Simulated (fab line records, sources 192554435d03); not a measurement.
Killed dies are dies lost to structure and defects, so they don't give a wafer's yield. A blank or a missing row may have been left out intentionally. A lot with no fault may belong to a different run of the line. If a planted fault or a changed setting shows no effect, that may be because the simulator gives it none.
What tool caused it? / flow n5-finfet / 8 lots, 24 wafers sampled, at 6 steps of a route of 1938

## WHAT EACH GAUGE READ, for each wafer
N5_FIN_SAQP_INSPECT_18: inspects for defects (brightfield).
lot=L319; measured=day 2 15:38; on=defect-inspect-02; raw-defect-count=398 441 466
lot=L323; measured=day 3 17:09; on=defect-inspect-02; raw-defect-count=338 320 320
lot=L324; measured=day 3 23:35; on=defect-inspect-02; raw-defect-count=423 447 385
lot=L327; measured=day 4 16:54; on=defect-inspect-02; raw-defect-count=334 295 236
lot=L330; measured=day 5 11:07; on=defect-inspect-02; raw-defect-count=497 387 439
lot=L335; measured=day 6 16:20; on=defect-inspect-01; raw-defect-count=408 253 427
lot=L337; measured=day 7 04:02; on=defect-inspect-02; raw-defect-count=358 406 355
lot=L339; measured=day 7 17:28; on=defect-inspect-02; raw-defect-count=534 440 503

N5_FIN_SAQP_CD_MEAS_27 targets a cd of 20 nm.
lot=L319; measured=day 2 18:11; on=cd-sem-01; cd-nm (nm)=19.80 20.21 20.40
lot=L323; measured=day 3 19:21; on=cd-sem-01; cd-nm (nm)=20.69 20.30 20.46
lot=L324; measured=day 4 01:41; on=cd-sem-02; cd-nm (nm)=20.21 20.38 20.34
lot=L327; measured=day 4 19:51; on=cd-sem-02; cd-nm (nm)=20.46 15.65 15.63
lot=L330; measured=day 5 13:19; on=cd-sem-02; cd-nm (nm)=16.04 20.71 15.84
lot=L335; measured=day 6 18:23; on=cd-sem-01; cd-nm (nm)=20.37 20.50 20.25
lot=L337; measured=day 7 06:45; on=cd-sem-03; cd-nm (nm)=20.40 20.28 20.68
lot=L339; measured=day 7 19:44; on=cd-sem-03; cd-nm (nm)=20.09 20.57 20.88

N5_BEOL_M4_RC_MEAS_101.
lot=L319; measured=day 8 17:45; on=prober-02; DIBL_N (mV/V)=40.0 35.5 40.0; DIBL_P (mV/V)=40.1 35.4 41.3; IOFF_N (nA/um)=0.22 0.14 0.24; IOFF_P (nA/um)=0.28 0.20 0.32; ION_N (uA/um)=691 664 700; ION_P (uA/um)=467 455 482; SS_N (mV/dec)=72.0 71.4 72.0; SS_P (mV/dec)=73.9 73.4 73.7; VT_N (mV)=243 251 242; VT_P (mV)=-243 -251 -243
lot=L323; measured=day 9 20:40; on=prober-02; DIBL_N (mV/V)=30.3 31.6 36.3; DIBL_P (mV/V)=32.5 34.5 39.7; IOFF_N (nA/um)=0.10 0.12 0.23; IOFF_P (nA/um)=0.14 0.16 0.26; ION_N (uA/um)=645 651 681; ION_P (uA/um)=441 453 464; SS_N (mV/dec)=71.2 70.9 73.6; SS_P (mV/dec)=71.8 72.6 73.7; VT_N (mV)=256 252 244; VT_P (mV)=-257 -254 -246
lot=L324; measured=day 10 00:22; on=prober-01; DIBL_N (mV/V)=38.4 35.0 36.9; DIBL_P (mV/V)=38.0 35.9 38.2; IOFF_N (nA/um)=0.19 0.13 0.16; IOFF_P (nA/um)=0.23 0.19 0.23; ION_N (uA/um)=673 665 664; ION_P (uA/um)=462 456 460; SS_N (mV/dec)=72.0 71.3 72.0; SS_P (mV/dec)=74.1 73.1 74.3; VT_N (mV)=252 254 252; VT_P (mV)=-251 -253 -250
lot=L327; measured=day 11 02:02; on=prober-02; DIBL_N (mV/V)=39.5; DIBL_P (mV/V)=40.3; IOFF_N (nA/um)=0.23; IOFF_P (nA/um)=0.28; ION_N (uA/um)=685; ION_P (uA/um)=460; SS_N (mV/dec)=72.8; SS_P (mV/dec)=74.4; VT_N (mV)=245; VT_P (mV)=-247
lot=L330; measured=day 11 03:49; on=prober-01; DIBL_N (mV/V)=34.5; DIBL_P (mV/V)=32.9; IOFF_N (nA/um)=0.13; IOFF_P (nA/um)=0.18; ION_N (uA/um)=668; ION_P (uA/um)=462; SS_N (mV/dec)=70.4; SS_P (mV/dec)=72.5; VT_N (mV)=251; VT_P (mV)=-251
lot=L335; measured=day 13 00:16; on=prober-02; DIBL_N (mV/V)=33.7 35.5 37.5; DIBL_P (mV/V)=35.3 37.1 38.7; IOFF_N (nA/um)=0.12 0.15 0.17; IOFF_P (nA/um)=0.17 0.19 0.20; ION_N (uA/um)=674 679 666; ION_P (uA/um)=458 461 445; SS_N (mV/dec)=71.4 71.3 72.2; SS_P (mV/dec)=72.8 73.7 74.1; VT_N (mV)=255 250 253; VT_P (mV)=-256 -253 -252
lot=L337; measured=day 13 17:27; on=prober-01; DIBL_N (mV/V)=36.2 35.2 38.7; DIBL_P (mV/V)=37.5 35.9 40.4; IOFF_N (nA/um)=0.17 0.15 0.22; IOFF_P (nA/um)=0.23 0.21 0.29; ION_N (uA/um)=690 686 685; ION_P (uA/um)=470 475 466; SS_N (mV/dec)=71.2 71.5 72.0; SS_P (mV/dec)=73.6 72.8 74.1; VT_N (mV)=246 250 244; VT_P (mV)=-248 -248 -246
lot=L339; measured=day 14 13:20; on=prober-01; DIBL_N (mV/V)=35.6 37.2 35.3; DIBL_P (mV/V)=36.6 38.3 36.1; IOFF_N (nA/um)=0.14 0.17 0.13; IOFF_P (nA/um)=0.17 0.19 0.16; ION_N (uA/um)=672 683 650; ION_P (uA/um)=454 463 445; SS_N (mV/dec)=71.1 71.8 70.9; SS_P (mV/dec)=72.9 73.6 73.2; VT_N (mV)=252 251 254; VT_P (mV)=-256 -254 -258

## TOOL THAT RAN EACH LOT (tool first, then ch and the chambers of the sampled wafers, then the start)
lot=L319; N5_FIN_SAQP_ETCH_51=rie-diel-04 ch 0,1, day 2 15:42; N5_FIN_SAQP_SPACER1_ALD_24=ald-sin-01 ch 0,1,2, day 2 17:16; N5_FIN_SAQP_ETCH_57=rie-diel-06 ch 2,3, day 2 18:25
lot=L323; N5_FIN_SAQP_ETCH_51=rie-diel-04 ch 0,2, day 3 17:13; N5_FIN_SAQP_SPACER1_ALD_24=ald-sin-02 ch 1,2, day 3 18:17; N5_FIN_SAQP_ETCH_57=rie-diel-05 ch 2,3, day 3 19:29
lot=L324; N5_FIN_SAQP_ETCH_51=rie-diel-05 ch 0,1,3, day 3 23:40; N5_FIN_SAQP_SPACER1_ALD_24=ald-sin-02 ch 1,2, day 4 00:43; N5_FIN_SAQP_ETCH_57=rie-diel-04 ch 0,1,2, day 4 01:44
lot=L327; N5_FIN_SAQP_ETCH_51=rie-diel-05 ch 0,1,2, day 4 17:06; N5_FIN_SAQP_SPACER1_ALD_24=ald-sin-02 ch 1,2,3, day 4 18:56; N5_FIN_SAQP_ETCH_57=rie-diel-05 ch 0,3, day 4 19:54
lot=L330; N5_FIN_SAQP_ETCH_51=rie-diel-04 ch 0,3, day 5 11:15; N5_FIN_SAQP_SPACER1_ALD_24=ald-sin-02 ch 0,3, day 5 12:24; N5_FIN_SAQP_ETCH_57=rie-diel-04 ch 0,1, day 5 13:38
lot=L335; N5_FIN_SAQP_ETCH_51=rie-diel-05 ch 0,1,2, day 6 16:25; N5_FIN_SAQP_SPACER1_ALD_24=ald-sin-01 ch 0,3, day 6 17:28; N5_FIN_SAQP_ETCH_57=rie-diel-05 ch 0,2, day 6 18:26
lot=L337; N5_FIN_SAQP_ETCH_51=rie-diel-05 ch 0,1,2, day 7 04:06; N5_FIN_SAQP_SPACER1_ALD_24=ald-sin-04 ch 2,3, day 7 05:43; N5_FIN_SAQP_ETCH_57=rie-diel-05 ch 0,2, day 7 07:01
lot=L339; N5_FIN_SAQP_ETCH_51=rie-diel-05 ch 0,2, day 7 17:32; N5_FIN_SAQP_SPACER1_ALD_24=ald-sin-01 ch 0,1,2, day 7 18:49; N5_FIN_SAQP_ETCH_57=rie-diel-05 ch 1,2, day 7 19:47
- N5_FIN_SAQP_ETCH_51: etches SiARC in CF4, target depth 45.5 nm, time 75.8 s.
- N5_FIN_SAQP_SPACER1_ALD_24: deposits SiO2, target thk 20.3 nm, pulse time 1 s, purge time 2 s.
- N5_FIN_SAQP_ETCH_57: etches SiNx in CH3F/O2, target depth 32.5 nm, time 46.4 s.

## WHAT THE TOOLS THEMSELVES READ (means of the sampled wafers that have a number; where no wafer has one, the mark that the record gives instead)
N5_FIN_SAQP_ETCH_51.
lot=L319; tool=rie-diel-04; drypump-motor-current-A (A)=5.4; etch-rf-on-time-s (s)=76.4; mfc-ar-sccm (sccm)=99.48; oes-product-au (a.u.)=0.63; rf-vpp-V (V)=182.1; showerhead-plenum-p-Torr (Torr)=2.06; throttle-valve-pct (%)=15.42
lot=L323; tool=rie-diel-04; drypump-motor-current-A (A)=5.7; etch-rf-on-time-s (s)=75.7; mfc-ar-sccm (sccm)=99.82; oes-product-au (a.u.)=0.62; rf-vpp-V (V)=184.3; showerhead-plenum-p-Torr (Torr)=2.11; throttle-valve-pct (%)=15.56
lot=L324; tool=rie-diel-05; drypump-motor-current-A (A)=5.8; etch-rf-on-time-s (s)=74.8; mfc-ar-sccm (sccm)=99.88; oes-product-au (a.u.)=0.67; rf-vpp-V (V)=184.0; showerhead-plenum-p-Torr (Torr)=2.09; throttle-valve-pct (%)=15.60
lot=L327; tool=rie-diel-05; drypump-motor-current-A (A)=5.6; etch-rf-on-time-s (s)=75.0; mfc-ar-sccm (sccm)=100.40; oes-product-au (a.u.)=0.68; rf-vpp-V (V)=183.2; showerhead-plenum-p-Torr (Torr)=2.13; throttle-valve-pct (%)=15.52
lot=L330; tool=rie-diel-04; drypump-motor-current-A (A)=5.4; etch-rf-on-time-s (s)=74.9; mfc-ar-sccm (sccm)=99.92; oes-product-au (a.u.)=0.74; rf-vpp-V (V)=183.0; showerhead-plenum-p-Torr (Torr)=2.08; throttle-valve-pct (%)=15.24
lot=L335; tool=rie-diel-05; drypump-motor-current-A (A)=5.6; etch-rf-on-time-s (s)=76.1; mfc-ar-sccm (sccm)=99.91; oes-product-au (a.u.)=0.66; rf-vpp-V (V)=183.7; showerhead-plenum-p-Torr (Torr)=2.13; throttle-valve-pct (%)=15.56
lot=L337; tool=rie-diel-05; drypump-motor-current-A (A)=5.6; etch-rf-on-time-s (s)=75.3; mfc-ar-sccm (sccm)=100.04; oes-product-au (a.u.)=0.66; rf-vpp-V (V)=184.0; showerhead-plenum-p-Torr (Torr)=2.12; throttle-valve-pct (%)=15.56
lot=L339; tool=rie-diel-05; drypump-motor-current-A (A)=5.3; etch-rf-on-time-s (s)=76.8; mfc-ar-sccm (sccm)=100.04; oes-product-au (a.u.)=0.60; rf-vpp-V (V)=184.1; showerhead-plenum-p-Torr (Torr)=2.16; throttle-valve-pct (%)=15.69

N5_FIN_SAQP_SPACER1_ALD_24.
lot=L319; tool=ald-sin-01; heater-power-w (W)=466; precursor-pulse-height-rel=0.986
lot=L323; tool=ald-sin-02; heater-power-w (W)=479; precursor-pulse-height-rel=0.996
lot=L324; tool=ald-sin-02; heater-power-w (W)=475; precursor-pulse-height-rel=1.000
lot=L327; tool=ald-sin-02; heater-power-w (W)=474; precursor-pulse-height-rel=0.968
lot=L330; tool=ald-sin-02; heater-power-w (W)=457; precursor-pulse-height-rel=1.003
lot=L335; tool=ald-sin-01; heater-power-w (W)=417; precursor-pulse-height-rel=0.989
lot=L337; tool=ald-sin-04; heater-power-w (W)=477; precursor-pulse-height-rel=1.013
lot=L339; tool=ald-sin-01; heater-power-w (W)=452; precursor-pulse-height-rel=0.993

N5_FIN_SAQP_ETCH_57.
lot=L319; tool=rie-diel-06; CH3F_flow_sccm (sccm)=30.01; drypump-motor-current-A (A)=6.1; etch-rf-on-time-s (s)=44.3; mfc-ar-sccm (sccm)=150.0; oes-product-au (a.u.)=0.79; rf-vpp-V (V)=291; showerhead-plenum-p-Torr (Torr)=1.93; throttle-valve-pct (%)=16.06
lot=L323; tool=rie-diel-05; CH3F_flow_sccm (sccm)=29.97; drypump-motor-current-A (A)=5.4; etch-rf-on-time-s (s)=46.7; mfc-ar-sccm (sccm)=149.9; oes-product-au (a.u.)=0.60; rf-vpp-V (V)=289; showerhead-plenum-p-Torr (Torr)=2.03; throttle-valve-pct (%)=16.51
lot=L324; tool=rie-diel-04; CH3F_flow_sccm (sccm)=30.00; drypump-motor-current-A (A)=5.5; etch-rf-on-time-s (s)=46.6; mfc-ar-sccm (sccm)=150.1; oes-product-au (a.u.)=0.63; rf-vpp-V (V)=291; showerhead-plenum-p-Torr (Torr)=1.97; throttle-valve-pct (%)=16.20
lot=L327; tool=rie-diel-05; CH3F_flow_sccm (sccm)=29.93; drypump-motor-current-A (A)=5.6; etch-rf-on-time-s (s)=47.5; mfc-ar-sccm (sccm)=150.4; oes-product-au (a.u.)=0.58; rf-vpp-V (V)=292; showerhead-plenum-p-Torr (Torr)=1.96; throttle-valve-pct (%)=16.64
lot=L330; tool=rie-diel-04; CH3F_flow_sccm (sccm)=29.99; drypump-motor-current-A (A)=5.3; etch-rf-on-time-s (s)=48.3; mfc-ar-sccm (sccm)=150.0; oes-product-au (a.u.)=0.61; rf-vpp-V (V)=292; showerhead-plenum-p-Torr (Torr)=1.91; throttle-valve-pct (%)=16.09
lot=L335; tool=rie-diel-05; CH3F_flow_sccm (sccm)=30.03; drypump-motor-current-A (A)=5.3; etch-rf-on-time-s (s)=46.5; mfc-ar-sccm (sccm)=149.7; oes-product-au (a.u.)=0.61; rf-vpp-V (V)=298; showerhead-plenum-p-Torr (Torr)=2.03; throttle-valve-pct (%)=16.40
lot=L337; tool=rie-diel-05; CH3F_flow_sccm (sccm)=29.99; drypump-motor-current-A (A)=5.3; etch-rf-on-time-s (s)=47.0; mfc-ar-sccm (sccm)=149.9; oes-product-au (a.u.)=0.60; rf-vpp-V (V)=296; showerhead-plenum-p-Torr (Torr)=2.03; throttle-valve-pct (%)=16.41
lot=L339; tool=rie-diel-05; CH3F_flow_sccm (sccm)=30.06; drypump-motor-current-A (A)=5.4; etch-rf-on-time-s (s)=48.0; mfc-ar-sccm (sccm)=150.1; oes-product-au (a.u.)=0.65; rf-vpp-V (V)=294; showerhead-plenum-p-Torr (Torr)=2.04; throttle-valve-pct (%)=16.23

## THE ANSWER, worked out from the rows above alone
Rule: the lots themselves supply what counts as usual. The widest of any qualifying gaps counts: lots, ordered by their means at a reading, are off when they make up no more than a third of the lots, leave a main group of 4 or more, and stand apart from it by 3 or more times the standard deviation of that group's means. If all means in a main group match to the digits the tables above print for the reading, that group is not used. A lot without any number at a reading at which 4 lots or more have one is off too. All remaining lots with rows at the step are treated as sound. First the gauges in route order, then the tools' own readings, where a lot's mean is used as printed above. At the first step where some lot is off, the reading lying furthest off is the one used; lots without a number count as furthest.
Off at N5_FIN_SAQP_CD_MEAS_27 (cd-nm): L327, L330. For the main group the mean is 20.38 nm and the standard deviation 0.13.
If a tool, at a process step before that reading, ran all the lots that are off and no sound lot after the first of them, it fits. Gauges at N5_FIN_SAQP_CD_MEAS_27: tried the same way as those tools. This does not decide it: 2 tools fit, namely ald-sin-02 at N5_FIN_SAQP_SPACER1_ALD_24 and cd-sem-02 at N5_FIN_SAQP_CD_MEAS_27.

## WHAT THE SIMULATOR HAD INSERTED
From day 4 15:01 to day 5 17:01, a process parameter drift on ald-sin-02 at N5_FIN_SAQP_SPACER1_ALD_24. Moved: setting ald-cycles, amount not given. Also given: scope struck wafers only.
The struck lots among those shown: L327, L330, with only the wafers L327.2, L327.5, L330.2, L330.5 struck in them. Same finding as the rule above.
